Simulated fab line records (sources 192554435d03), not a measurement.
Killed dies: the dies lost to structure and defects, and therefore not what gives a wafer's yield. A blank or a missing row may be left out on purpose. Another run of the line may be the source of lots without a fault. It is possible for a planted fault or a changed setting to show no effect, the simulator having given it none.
fab line records	flow n5-finfet
record lots=24	wafers=72	last-day=18
route steps=1938 shown BEOL_M2@844
lots with no fault: from the same line, run without faults
start-h: the number of hours between the record's first day and the start of the first shown wafer of the lot	wait-h: hours from the lot's prior step to this one	" the same as in the row above	L1.1+2: several wafers, shown together as one row	- no value present, or no start provided	* or withheld: withheld	< > ~ a bound
route shown NAME@n: a module of which the file shows steps, and the number in the route of the first	usual: mean/standard deviation taken from wafers without a fault	same: alike in all rows	chamber/n: place in a boat	sites: readings site by site	_std_site: their standard deviation	_edge_site: outer sites' mean less inner sites'	radius-mm: for every site, how far away it sits from the centre of the wafer	mask NAME#n: copy n	behind: the most recent tool/chamber to have shaped the wafer	hold: why the lot went on hold/how many hours it stayed there/how the hold came to an end	device: names the non-switching transistor (n, p or np)	end of line: tests run on the same wafers once the route is complete	a step with no rows: only its recipe	killed: dies lost to structure and defects at the first sort, not the wafer's yield	map: a wafer's dies, x killed, . not, _ none there
set.NAME: the setting that was run; set.NAME@STEP: the one run at that earlier step	model.NAME: the simulator's own value behind a step, which no gauge read
steps of the route over a sample of lots; a table a step, a row a wafer
services: when a tool's chamber went out of use (start-h, in hours from the record's first day, below 0 if earlier), for how many hours, and the reason
## steps
# step N5_BEOL_M2_HM_DEP_02
# recipe material=TiN	target-thk-a=200	temp-c=25	chamber-pressure-pa=0.49996
# usual susceptor-temp-C=25.01/0.096	throttle-valve-pct=30.0/1.5
lot.wafer	tool	chamber	start-h	wait-h	susceptor-temp-C	throttle-valve-pct
L074.3	pvd-sputter-03	-	137.63	1.2	25.31	31.7
L074.5	"	-	"	"	25.10	31.6
L074.6	"	-	"	"	24.98	31.3
L075.2	pvd-sputter-03	-	138.81	0.1	25.00	31.9
L075.5	"	-	"	"	24.90	31.3
L075.6	"	-	"	"	24.96	31.3
L076.1	pvd-sputter-01	-	140.93	2.1	25.10	27.3
L076.4	"	-	"	"	24.95	28.4
L076.6	"	-	"	"	25.11	28.3
L077.2	pvd-sputter-01	-	152.53	1.8	25.05	30.5
L077.3	"	-	"	"	25.00	28.7
L077.4	"	-	"	"	25.06	28.6
L078.3	pvd-sputter-02	-	159.56	1.6	25.02	30.2
L078.4	"	-	"	"	25.12	29.1
L078.6	"	-	"	"	24.95	28.9
L079.1	pvd-sputter-01	-	159.66	1.1	24.98	30.6
L079.4	"	-	"	"	24.94	26.9
L079.6	"	-	"	"	24.96	30.6
L080.1	pvd-sputter-03	-	165.15	0.8	24.93	31.9
L080.2	"	-	"	"	24.99	31.1
L080.3	"	-	"	"	25.09	31.4
L081.2	pvd-sputter-01	-	173.67	1.1	25.05	30.7
L081.4	"	-	"	"	25.11	27.4
L081.6	"	-	"	"	25.16	28.6
L082.2	pvd-sputter-03	-	181.34	1.1	25.02	31.5
L082.3	"	-	"	"	24.82	31.3
L082.6	"	-	"	"	24.97	31.3
L083.1	pvd-sputter-01	-	186.84	0.5	24.88	28.5
L083.3	"	-	"	"	25.13	27.2
L083.6	"	-	"	"	24.93	30.5
L084.1	pvd-sputter-02	-	190.95	3.3	25.00	29.8
L084.2	"	-	"	"	24.96	30.6
L084.5	"	-	"	"	25.25	30.1
L085.4	pvd-sputter-01	-	206.51	2.4	25.08	30.9
L085.5	"	-	"	"	25.02	28.8
L085.6	"	-	"	"	24.91	30.7
L086.2	pvd-sputter-03	-	206.79	1.9	24.93	31.5
L086.4	"	-	"	"	24.91	31.1
L086.6	"	-	"	"	24.88	31.1
L087.1	pvd-sputter-01	-	211.57	0.9	25.14	29.0
L087.2	"	-	"	"	25.01	30.7
L087.3	"	-	"	"	25.05	27.4
L088.1	pvd-sputter-03	-	212.79	0.1	24.76	31.8
L088.2	"	-	"	"	24.91	31.5
L088.3	"	-	"	"	25.07	31.1
L089.1	pvd-sputter-03	-	223.51	2.8	25.01	31.7
L089.3	"	-	"	"	25.06	31.5
L089.4	"	-	"	"	24.97	31.1
L091.3	pvd-sputter-01	-	230.60	1.9	25.15	29.2
L091.4	"	-	"	"	25.14	28.4
L091.6	"	-	"	"	25.19	28.7
L090.2	pvd-sputter-01	-	231.02	1.6	25.00	29.1
L090.3	"	-	"	"	25.05	28.6
L090.5	"	-	"	"	24.95	30.6
L093.1	pvd-sputter-03	-	246.37	1.5	24.87	31.3
L093.4	"	-	"	"	24.97	31.4
L093.6	"	-	"	"	24.96	31.0
L092.2	pvd-sputter-03	-	258.14	1.1	25.00	31.8
L092.4	"	-	"	"	24.88	31.2
L092.6	"	-	"	"	25.15	31.7
L094.1	pvd-sputter-01	-	267.29	0.4	25.03	29.1
L094.2	"	-	"	"	24.96	27.1
L094.3	"	-	"	"	25.09	28.8
L095.3	pvd-sputter-01	-	269.43	2.1	24.94	27.3
L095.5	"	-	"	"	24.89	27.5
L095.6	"	-	"	"	24.95	28.8
L096.2	pvd-sputter-01	-	271.94	1.3	24.95	28.9
L096.3	"	-	"	"	25.02	28.7
L096.5	"	-	"	"	25.07	30.6
L097.2	pvd-sputter-02	-	278.60	1.6	25.06	30.3
L097.4	"	-	"	"	24.91	28.9
L097.5	"	-	"	"	24.96	29.0
# step N5_BEOL_M2_ETCH_63
# recipe chemistry=CF4	target=SiARC	target-depth-a=156	mask-material=CAR-EUV	time-s=26	ion-energy-ev=80	pressure-mtorr=40	source-w=545	bias-w=36	Ar_flow_sccm=100	cf4-flow-sccm=100	ends=cleared
# usual drypump-motor-current-A=5.8/0.42	etch-rf-on-time-s=26.4/0.98	mfc-ar-sccm=100.0/0.32	oes-product-au=0.66/0.09	rf-vpp-V=183.8/1.4	showerhead-plenum-p-Torr=2.12/0.083	throttle-valve-pct=15.52/0.26
lot.wafer	tool	chamber	start-h	wait-h	drypump-motor-current-A	etch-rf-on-time-s	mfc-ar-sccm	oes-product-au	rf-hours-counter-h	rf-vpp-V	showerhead-plenum-p-Torr	throttle-valve-pct
L074.3	rie-diel-05	2	138.32	0.0	5.5	27.1	99.6	0.63	158	181.6	1.97	15.51
L074.5	"	1	"	"	6.1	26.4	100.1	0.65	-	185.2	2.23	15.72
L074.6	"	3	"	"	5.5	24.3	99.7	0.84	-	183.6	2.12	15.68
L075.2	rie-diel-02	0	139.64	0.0	6.1	25.8	100.1	0.59	196	183.6	2.05	15.47
L075.5	"	3	"	"	6.6	27.7	99.8	0.58	-	185.6	2.12	15.35
L075.6	"	0	"	"	6.1	25.9	99.6	0.60	-	181.4	2.05	15.49
L076.1	rie-diel-02	3	141.79	0.0	6.6	28.0	99.8	0.58	197	184.8	2.12	15.35
L076.4	"	3	"	"	6.6	27.6	99.8	0.58	-	184.8	2.12	15.36
L076.6	"	0	"	"	6.1	26.2	99.4	0.60	-	183.1	2.05	15.48
L077.2	rie-diel-04	0	153.11	0.0	5.6	25.8	99.5	0.76	38	186.1	2.28	15.61
L077.3	"	1	"	"	5.5	26.1	100.0	0.60	214	184.8	2.21	15.44
L077.4	"	1	"	"	5.5	26.2	99.9	0.60	-	184.3	2.21	15.44
L078.3	rie-diel-04	0	160.25	0.0	5.5	25.9	99.3	0.74	42	186.1	2.28	15.61
L078.4	"	0	"	"	5.5	25.9	99.6	0.75	-	183.2	2.28	15.60
L078.6	"	2	"	"	5.3	26.5	99.8	0.59	-	184.7	2.11	15.88
L079.1	rie-diel-02	2	160.42	0.0	5.5	25.9	99.8	0.59	233	184.3	2.12	15.87
L079.4	"	0	"	"	6.1	25.9	100.0	0.59	205	182.6	2.04	15.49
L079.6	"	3	"	"	6.6	28.1	100.2	0.56	-	184.7	2.12	15.36
L080.1	rie-diel-04	0	165.84	0.0	5.5	25.9	99.9	0.74	44	187.8	2.28	15.60
L080.2	"	3	"	"	6.0	26.4	99.6	0.82	4	183.6	2.11	15.16
L080.3	"	2	"	"	5.3	26.8	100.0	0.58	234	182.1	2.11	15.89
L081.2	rie-diel-04	2	174.25	0.0	5.3	26.8	100.4	0.58	238	183.3	2.11	15.90
L081.4	"	0	"	"	5.6	26.2	99.7	0.73	47	186.0	2.28	15.60
L081.6	"	3	"	"	6.0	26.9	100.5	0.79	-	182.7	2.11	15.18
L082.2	rie-diel-02	3	182.04	0.0	6.5	27.5	100.1	0.57	211	184.1	2.11	15.37
L082.3	"	1	"	"	5.9	27.3	100.2	0.78	12	184.0	2.17	15.10
L082.6	"	2	"	"	5.6	25.8	99.7	0.59	-	183.9	2.11	15.88
L083.1	rie-diel-04	2	187.41	0.0	5.3	26.7	99.7	0.58	243	184.2	2.11	15.91
L083.3	"	0	"	"	5.6	26.2	100.5	0.73	52	186.2	2.27	15.62
L083.6	"	0	"	"	5.6	26.0	100.1	0.73	-	187.3	2.27	15.62
L084.1	rie-diel-02	3	191.77	0.0	6.5	27.6	99.9	0.58	214	183.0	2.11	15.38
L084.2	"	2	"	"	5.6	25.9	100.3	0.59	245	182.5	2.11	15.87
L084.5	"	2	"	"	5.6	26.2	100.0	0.58	-	182.3	2.11	15.87
L085.4	rie-diel-02	1	207.10	0.0	5.9	27.1	99.9	0.77	-	184.5	2.17	15.12
L085.5	"	3	"	"	6.6	27.5	100.2	0.57	-	185.3	2.11	15.40
L085.6	"	0	"	"	6.1	25.7	99.7	0.59	-	182.3	2.04	15.54
L086.2	rie-diel-02	1	207.49	0.0	5.9	27.1	99.7	0.76	21	185.0	2.17	15.12
L086.4	"	1	"	"	5.9	27.1	100.2	0.76	-	182.8	2.17	15.11
L086.6	"	0	"	"	6.1	25.9	100.7	0.58	-	183.2	2.04	15.54
L087.1	rie-diel-02	1	212.55	0.0	5.9	27.7	99.5	0.75	23	184.4	2.17	15.12
L087.2	"	0	"	"	6.2	26.1	100.1	0.58	226	183.3	2.04	15.54
L087.3	"	3	"	"	6.6	27.9	99.9	0.57	221	183.8	2.11	15.39
L088.1	rie-diel-05	2	213.41	0.0	5.4	27.1	99.7	0.61	186	183.1	1.96	15.56
L088.2	"	0	"	"	5.2	24.3	99.8	0.79	21	185.5	2.20	15.14
L088.3	"	1	"	"	6.2	26.7	100.1	0.63	170	184.4	2.22	15.76
L089.1	rie-diel-02	0	224.08	0.0	6.1	25.6	100.4	0.58	231	184.1	2.04	15.55
L089.3	"	3	"	"	6.6	27.2	99.5	0.57	226	184.8	2.11	15.41
L089.4	"	3	"	"	6.6	27.5	99.5	0.57	-	184.2	2.11	15.41
L091.3	rie-diel-05	1	231.30	0.0	6.1	27.1	100.2	0.62	177	185.4	2.22	15.77
L091.4	"	2	"	"	5.4	27.6	99.6	0.60	192	182.8	1.96	15.57
L091.6	"	2	"	"	5.4	27.6	99.9	0.59	-	179.5	1.96	15.57
L090.2	rie-diel-04	3	231.59	0.0	6.1	26.0	99.7	0.76	34	183.0	2.10	15.22
L090.3	"	0	"	"	5.6	25.9	99.7	0.71	73	186.1	2.27	15.65
L090.5	"	2	"	"	5.3	26.5	99.3	0.57	-	182.4	2.10	15.95
L093.1	rie-diel-02	1	246.94	0.0	5.9	27.2	99.9	0.73	37	185.1	2.16	15.15
L093.4	"	3	"	"	6.5	27.8	99.3	0.57	232	181.7	2.11	15.41
L093.6	"	1	"	"	5.9	27.1	99.8	0.74	-	184.5	2.16	15.15
L092.2	rie-diel-05	2	258.84	0.0	5.4	27.1	99.8	0.60	201	181.8	1.96	15.58
L092.4	"	1	"	"	6.2	26.6	100.2	0.62	186	185.1	2.22	15.81
L092.6	"	0	"	"	5.1	24.6	100.2	0.76	-	184.5	2.19	15.19
L094.1	rie-diel-05	2	267.90	0.0	5.5	27.3	99.5	0.59	204	181.3	1.95	15.59
L094.2	"	1	"	"	6.1	27.0	99.9	0.62	188	184.4	2.22	15.80
L094.3	"	0	"	"	5.1	24.5	100.2	0.76	40	184.4	2.19	15.17
L095.3	rie-diel-05	2	270.00	0.0	5.4	27.4	100.2	0.59	204	181.8	1.95	15.59
L095.5	"	3	"	"	5.5	24.8	100.4	0.76	-	183.5	2.11	15.78
L095.6	"	0	"	"	5.1	24.9	99.8	0.75	-	183.8	2.19	15.19
L096.2	rie-diel-05	0	272.64	0.0	5.1	24.6	99.9	0.76	41	183.4	2.19	15.19
L096.3	"	1	"	"	6.1	26.7	100.4	0.62	190	184.9	2.22	15.79
L096.5	"	3	"	"	5.5	24.5	100.1	0.77	-	183.9	2.11	15.78
L097.2	rie-diel-05	0	279.16	0.0	5.1	24.9	100.0	0.75	44	184.9	2.19	15.19
L097.4	"	3	"	"	5.5	24.6	100.3	0.76	51	184.3	2.11	15.76
L097.5	"	3	"	"	5.6	24.6	100.0	0.77	-	182.4	2.11	15.79
# step N5_BEOL_M2_OVL_MEAS_29
# recipe points-per-wafer=522
# usual V1_OVL=0.2/0.73
lot.wafer	tool	chamber	start-h	wait-h	V1_OVL[nm]
L074.3	overlay-01	0	139.25	0.0	-0.1
L074.5	"	0	"	"	0.4
L074.6	"	0	"	"	0.4
L075.2	overlay-02	0	140.50	0.0	-0.4
L075.5	"	0	"	"	0.1
L075.6	"	0	"	"	-0.5
L076.1	overlay-01	0	142.54	0.0	-0.1
L076.4	"	0	"	"	0.6
L076.6	"	0	"	"	-0.7
L077.2	overlay-02	0	154.06	0.0	-0.3
L077.3	"	0	"	"	0.5
L077.4	"	0	"	"	-0.6
L078.3	overlay-02	0	161.12	0.0	-1.8
L078.4	"	0	"	"	-0.5
L078.6	"	0	"	"	-1.3
L079.1	overlay-01	0	161.38	0.0	0.8
L079.4	"	0	"	"	1.3
L079.6	"	0	"	"	1.5
L080.1	overlay-01	0	166.60	0.0	0.8
L080.2	"	0	"	"	0.7
L080.3	"	0	"	"	0.5
L081.2	overlay-01	0	175.15	0.0	0.8
L081.4	"	0	"	"	0.9
L081.6	"	0	"	"	1.1
L082.2	overlay-01	0	182.77	0.0	-1.0
L082.3	"	0	"	"	-1.0
L082.6	"	0	"	"	0.0
L083.1	overlay-01	0	188.30	0.0	0.2
L083.3	"	0	"	"	0.9
L083.6	"	0	"	"	1.4
L084.1	overlay-01	0	192.62	0.0	0.8
L084.2	"	0	"	"	0.8
L084.5	"	0	"	"	0.2
L085.4	overlay-02	0	207.96	0.0	0.9
L085.5	"	0	"	"	-0.5
L085.6	"	0	"	"	0.0
L086.2	overlay-01	0	208.36	0.0	1.1
L086.4	"	0	"	"	0.5
L086.6	"	0	"	"	0.4
L087.1	overlay-02	0	213.32	0.0	0.0
L087.2	"	0	"	"	-0.2
L087.3	"	0	"	"	-0.4
L088.1	overlay-01	0	214.14	0.0	0.2
L088.2	"	0	"	"	0.6
L088.3	"	0	"	"	-0.4
L089.1	overlay-02	0	224.81	0.0	0.0
L089.3	"	0	"	"	0.7
L089.4	"	0	"	"	0.6
L091.3	overlay-02	0	232.20	0.0	0.6
L091.4	"	0	"	"	1.4
L091.6	"	0	"	"	0.6
L090.2	overlay-02	0	232.46	0.0	-0.1
L090.3	"	0	"	"	0.5
L090.5	"	0	"	"	0.5
L093.1	overlay-02	0	247.67	0.0	-1.1
L093.4	"	0	"	"	-1.3
L093.6	"	0	"	"	-1.2
L092.2	overlay-01	0	259.72	0.0	1.6
L092.4	"	0	"	"	1.4
L092.6	"	0	"	"	1.2
L094.1	overlay-02	0	268.73	0.0	1.1
L094.2	"	0	"	"	0.9
L094.3	"	0	"	"	1.0
L095.3	overlay-01	0	270.88	0.0	0.1
L095.5	"	0	"	"	0.4
L095.6	"	0	"	"	-0.8
L096.2	overlay-01	0	273.50	0.0	0.5
L096.3	"	0	"	"	0.1
L096.5	"	0	"	"	0.6
L097.2	overlay-01	0	280.03	0.0	-0.7
L097.4	"	0	"	"	-0.4
L097.5	"	0	"	"	-1.2
# step N5_BEOL_M2_PRE_CLEAN_45
# recipe gas=H2/He	time-s=30	temp-c=250
# usual heater-power-w=331/36	susceptor-temp-C=249.97/0.18
lot.wafer	tool	chamber	start-h	wait-h	heater-power-w	susceptor-temp-C
L074.3	pvd-sputter-03	-	141.39	0.0	349	249.97
L074.5	"	-	"	"	312	250.18
L074.6	"	-	"	"	345	250.10
L076.1	pvd-sputter-02	-	146.78	0.0	348	250.23
L076.4	"	-	"	"	331	249.95
L076.6	"	-	"	"	376	249.90
L075.2	pvd-sputter-03	-	149.62	0.0	343	249.85
L075.5	"	-	"	"	349	249.71
L075.6	"	-	"	"	350	250.10
L077.2	pvd-sputter-02	-	157.12	0.0	368	250.33
L077.3	"	-	"	"	342	250.11
L077.4	"	-	"	"	381	250.06
L078.3	pvd-sputter-03	-	165.29	0.0	342	250.04
L078.4	"	-	"	"	345	249.98
L078.6	"	-	"	"	295	249.83
L079.1	pvd-sputter-01	-	171.11	0.0	313	249.95
L079.4	"	-	"	"	233	249.94
L079.6	"	-	"	"	317	250.02
L080.1	pvd-sputter-01	-	176.21	0.0	328	249.81
L080.2	"	-	"	"	311	249.68
L080.3	"	-	"	"	231	250.11
L081.2	pvd-sputter-01	-	176.70	0.0	314	249.95
L081.4	"	-	"	"	245	250.00
L081.6	"	-	"	"	241	249.86
L082.2	pvd-sputter-01	-	187.06	0.0	310	249.80
L082.3	"	-	"	"	310	249.87
L082.6	"	-	"	"	332	249.77
L083.1	pvd-sputter-01	-	192.56	0.0	313	249.95
L083.3	"	-	"	"	318	249.88
L083.6	"	-	"	"	315	249.99
L084.1	pvd-sputter-02	-	194.61	0.0	334	249.90
L084.2	"	-	"	"	374	250.19
L084.5	"	-	"	"	337	249.88
L085.4	pvd-sputter-02	-	212.32	0.0	366	250.15
L085.5	"	-	"	"	370	250.10
L085.6	"	-	"	"	375	250.10
L086.2	pvd-sputter-02	-	212.40	0.0	365	250.19
L086.4	"	-	"	"	333	249.83
L086.6	"	-	"	"	391	250.21
L088.1	pvd-sputter-02	-	219.14	0.0	340	249.85
L088.2	"	-	"	"	369	249.91
L088.3	"	-	"	"	333	249.42
L087.1	pvd-sputter-02	-	219.22	0.0	380	249.91
L087.2	"	-	"	"	342	250.28
L087.3	"	-	"	"	368	249.96
L089.1	pvd-sputter-01	-	225.82	0.0	244	249.97
L089.3	"	-	"	"	327	249.55
L089.4	"	-	"	"	319	249.84
L091.3	pvd-sputter-03	-	235.63	0.0	352	250.14
L091.4	"	-	"	"	307	249.76
L091.6	"	-	"	"	349	249.64
L090.2	pvd-sputter-02	-	236.02	0.0	338	249.96
L090.3	"	-	"	"	328	250.37
L090.5	"	-	"	"	363	249.86
L093.1	pvd-sputter-03	-	250.63	0.0	344	250.16
L093.4	"	-	"	"	347	249.91
L093.6	"	-	"	"	343	250.02
L092.2	pvd-sputter-02	-	269.34	0.0	367	249.81
L092.4	"	-	"	"	327	250.11
L092.6	"	-	"	"	341	249.94
L094.1	pvd-sputter-03	-	270.06	0.0	351	250.36
L094.2	"	-	"	"	343	250.00
L094.3	"	-	"	"	344	249.92
L095.3	pvd-sputter-01	-	272.70	0.0	308	249.81
L095.5	"	-	"	"	237	249.90
L095.6	"	-	"	"	308	250.15
L096.2	pvd-sputter-03	-	278.85	0.0	353	249.85
L096.3	"	-	"	"	346	250.27
L096.5	"	-	"	"	342	250.13
L097.2	pvd-sputter-01	-	282.44	0.0	326	249.82
L097.4	"	-	"	"	312	250.14
L097.5	"	-	"	"	332	249.80
# step N5_BEOL_M2_ANNEAL_49
# recipe temp-c=400	time-s=240	ambient=vacuum
# usual heater-power-w=825/88	susceptor-temp-C=400.01/0.21
lot.wafer	tool	chamber	start-h	wait-h	heater-power-w	susceptor-temp-C
L074.3	pvd-sputter-02	-	142.26	0.0	831	399.85
L074.5	"	-	"	"	923	400.67
L074.6	"	-	"	"	930	399.76
L076.1	pvd-sputter-01	-	147.40	0.0	583	400.18
L076.4	"	-	"	"	796	399.89
L076.6	"	-	"	"	769	400.37
L075.2	pvd-sputter-02	-	152.22	0.0	826	400.28
L075.5	"	-	"	"	917	400.18
L075.6	"	-	"	"	839	400.48
L077.2	pvd-sputter-01	-	157.78	0.0	798	399.82
L077.3	"	-	"	"	783	400.43
L077.4	"	-	"	"	821	400.08
L078.3	pvd-sputter-02	-	166.53	0.1	810	400.15
L078.4	"	-	"	"	958	399.94
L078.6	"	-	"	"	838	399.91
L079.1	pvd-sputter-01	-	171.77	0.0	812	400.03
L079.4	"	-	"	"	815	399.87
L079.6	"	-	"	"	791	399.86
L080.1	pvd-sputter-01	-	177.03	0.0	600	399.94
L080.2	"	-	"	"	756	400.23
L080.3	"	-	"	"	807	400.02
L081.2	pvd-sputter-03	-	178.74	0.0	867	399.64
L081.4	"	-	"	"	766	399.63
L081.6	"	-	"	"	866	400.03
L082.2	pvd-sputter-01	-	188.02	0.0	805	400.30
L082.3	"	-	"	"	772	399.77
L082.6	"	-	"	"	779	400.06
L083.1	pvd-sputter-03	-	193.32	0.0	760	399.95
L083.3	"	-	"	"	870	399.80
L083.6	"	-	"	"	751	399.60
L084.1	pvd-sputter-03	-	195.27	0.0	870	399.89
L084.2	"	-	"	"	876	400.32
L084.5	"	-	"	"	870	399.99
L085.4	pvd-sputter-02	-	213.01	0.0	857	399.96
L085.5	"	-	"	"	929	400.31
L085.6	"	-	"	"	922	399.85
L086.2	pvd-sputter-03	-	213.06	0.0	754	399.40
L086.4	"	-	"	"	869	400.17
L086.6	"	-	"	"	879	399.73
L088.1	pvd-sputter-02	-	219.95	0.0	942	400.18
L088.2	"	-	"	"	836	399.66
L088.3	"	-	"	"	856	399.96
L087.1	pvd-sputter-03	-	221.53	0.0	865	399.73
L087.2	"	-	"	"	895	399.96
L087.3	"	-	"	"	763	399.92
L089.1	pvd-sputter-01	-	226.58	0.0	780	400.19
L089.3	"	-	"	"	775	399.96
L089.4	"	-	"	"	594	399.79
L091.3	pvd-sputter-03	-	236.24	0.0	774	400.00
L091.4	"	-	"	"	883	400.02
L091.6	"	-	"	"	857	400.23
L090.2	pvd-sputter-02	-	236.70	0.0	947	400.20
L090.3	"	-	"	"	827	399.90
L090.5	"	-	"	"	918	399.83
L093.1	pvd-sputter-02	-	251.94	0.0	823	400.04
L093.4	"	-	"	"	836	400.05
L093.6	"	-	"	"	846	399.88
L092.2	pvd-sputter-01	-	269.94	0.0	769	399.96
L092.4	"	-	"	"	812	400.01
L092.6	"	-	"	"	773	399.95
L094.1	pvd-sputter-03	-	270.97	0.0	885	400.25
L094.2	"	-	"	"	749	399.87
L094.3	"	-	"	"	874	399.87
L095.3	pvd-sputter-03	-	273.42	0.0	893	400.08
L095.5	"	-	"	"	858	399.59
L095.6	"	-	"	"	765	400.04
L096.2	pvd-sputter-02	-	279.86	0.0	858	400.08
L096.3	"	-	"	"	945	400.26
L096.5	"	-	"	"	857	400.20
L097.2	pvd-sputter-01	-	283.20	0.0	813	400.12
L097.4	"	-	"	"	778	400.05
L097.5	"	-	"	"	809	400.18
# step N5_BEOL_M2_SPUTTER_92
# recipe material=Cu	target-thk-a=45	temp-c=-20	chamber-pressure-pa=0.07	power-w=withheld	time-s=8.29
# usual susceptor-temp-C=-20.01/0.098	throttle-valve-pct=30.1/1.4
lot.wafer	tool	chamber	start-h	wait-h	susceptor-temp-C	throttle-valve-pct
L074.3	pvd-sputter-02	-	143.50	0.1	-19.89	30.4
L074.5	"	-	"	"	-19.95	28.8
L074.6	"	-	"	"	-20.06	30.0
L076.1	pvd-sputter-01	-	148.64	0.1	-20.16	30.6
L076.4	"	-	"	"	-19.94	28.6
L076.6	"	-	"	"	-20.13	28.9
L075.2	pvd-sputter-02	-	153.46	0.1	-19.84	30.5
L075.5	"	-	"	"	-20.12	28.9
L075.6	"	-	"	"	-19.88	30.6
L077.2	pvd-sputter-01	-	159.02	0.1	-20.14	28.6
L077.3	"	-	"	"	-20.06	27.2
L077.4	"	-	"	"	-20.03	28.6
L078.3	pvd-sputter-02	-	168.43	0.1	-20.12	30.4
L078.4	"	-	"	"	-20.01	29.2
L078.6	"	-	"	"	-20.07	30.5
L079.1	pvd-sputter-01	-	173.01	0.1	-20.01	28.5
L079.4	"	-	"	"	-19.85	28.4
L079.6	"	-	"	"	-19.98	27.2
L080.1	pvd-sputter-01	-	178.27	0.1	-20.22	30.9
L080.2	"	-	"	"	-19.97	28.9
L080.3	"	-	"	"	-20.00	28.6
L081.2	pvd-sputter-03	-	179.98	0.1	-20.12	31.4
L081.4	"	-	"	"	-20.19	31.5
L081.6	"	-	"	"	-20.05	31.2
L082.2	pvd-sputter-01	-	189.26	0.1	-20.09	28.5
L082.3	"	-	"	"	-20.03	29.1
L082.6	"	-	"	"	-20.06	27.3
L083.1	pvd-sputter-03	-	194.56	0.1	-19.94	31.5
L083.3	"	-	"	"	-20.19	31.6
L083.6	"	-	"	"	-20.07	31.7
L084.1	pvd-sputter-03	-	196.51	0.1	-20.06	30.9
L084.2	"	-	"	"	-19.90	31.2
L084.5	"	-	"	"	-19.87	30.9
L085.4	pvd-sputter-02	-	214.25	0.1	-20.15	30.9
L085.5	"	-	"	"	-19.84	30.1
L085.6	"	-	"	"	-20.01	29.1
L086.2	pvd-sputter-03	-	214.30	0.1	-20.08	31.7
L086.4	"	-	"	"	-19.88	31.2
L086.6	"	-	"	"	-19.94	31.1
L088.1	pvd-sputter-02	-	221.19	0.1	-20.04	30.1
L088.2	"	-	"	"	-20.10	30.6
L088.3	"	-	"	"	-20.00	31.0
L087.1	pvd-sputter-03	-	222.77	0.1	-19.90	31.1
L087.2	"	-	"	"	-20.03	31.2
L087.3	"	-	"	"	-19.97	31.8
L089.1	pvd-sputter-01	-	227.82	0.1	-19.84	27.1
L089.3	"	-	"	"	-20.05	29.0
L089.4	"	-	"	"	-20.02	30.9
L091.3	pvd-sputter-03	-	237.48	0.1	-19.95	31.8
L091.4	"	-	"	"	-20.11	31.5
L091.6	"	-	"	"	-20.07	31.0
L090.2	pvd-sputter-02	-	237.94	0.1	-20.01	30.1
L090.3	"	-	"	"	-20.12	30.4
L090.5	"	-	"	"	-19.87	30.0
L093.1	pvd-sputter-02	-	253.18	0.1	-20.08	30.5
L093.4	"	-	"	"	-19.96	31.0
L093.6	"	-	"	"	-20.10	30.4
L092.2	pvd-sputter-01	-	271.18	0.1	-20.02	27.1
L092.4	"	-	"	"	-20.00	28.8
L092.6	"	-	"	"	-20.01	27.1
L094.1	pvd-sputter-03	-	272.21	0.1	-19.87	31.5
L094.2	"	-	"	"	-20.05	31.8
L094.3	"	-	"	"	-19.84	31.2
L095.3	pvd-sputter-03	-	274.66	0.1	-20.12	31.4
L095.5	"	-	"	"	-19.99	30.8
L095.6	"	-	"	"	-19.99	31.6
L096.2	pvd-sputter-02	-	281.10	0.1	-20.03	30.6
L096.3	"	-	"	"	-20.01	30.3
L096.5	"	-	"	"	-19.93	30.9
L097.2	pvd-sputter-01	-	284.44	0.1	-20.03	28.6
L097.4	"	-	"	"	-19.96	28.8
L097.5	"	-	"	"	-19.96	28.4
## services
tool	chamber	start-h	hours	kind
rie-diel-04	3	117.89	-	clean
rie-diel-05	0	132.26	-	clean
rie-diel-05	0	132.26	-	consumable-replace:focus-ring
rie-diel-05	0	132.26	24.3	scheduled-down
rie-diel-05	0	132.26	24.3	vent-cycle
rie-diel-02	1	136.01	-	clean
rie-diel-02	1	136.01	-	consumable-replace:focus-ring
rie-diel-02	1	136.01	16.5	scheduled-down
rie-diel-02	1	136.01	16.5	vent-cycle
rie-diel-04	3	143.18	13.8	repair
rie-diel-05	-	164.14	0.3	repair
rie-diel-05	-	171.64	2.2	repair
rie-diel-02	3	173.21	5.4	repair
rie-diel-04	1	175.48	62.1	repair
rie-diel-05	3	201.47	13.7	repair
rie-diel-02	2	205.13	-	clean
rie-diel-02	2	205.13	-	consumable-replace:focus-ring
rie-diel-02	2	205.13	22.7	scheduled-down
rie-diel-02	2	205.13	22.7	vent-cycle
rie-diel-05	2	219.41	2.6	repair
rie-diel-02	3	230.91	5.1	repair
rie-diel-02	0	277.44	-	clean
rie-diel-02	0	277.44	-	consumable-replace:focus-ring
rie-diel-02	0	277.44	-	consumable-replace:showerhead
## key
fault none
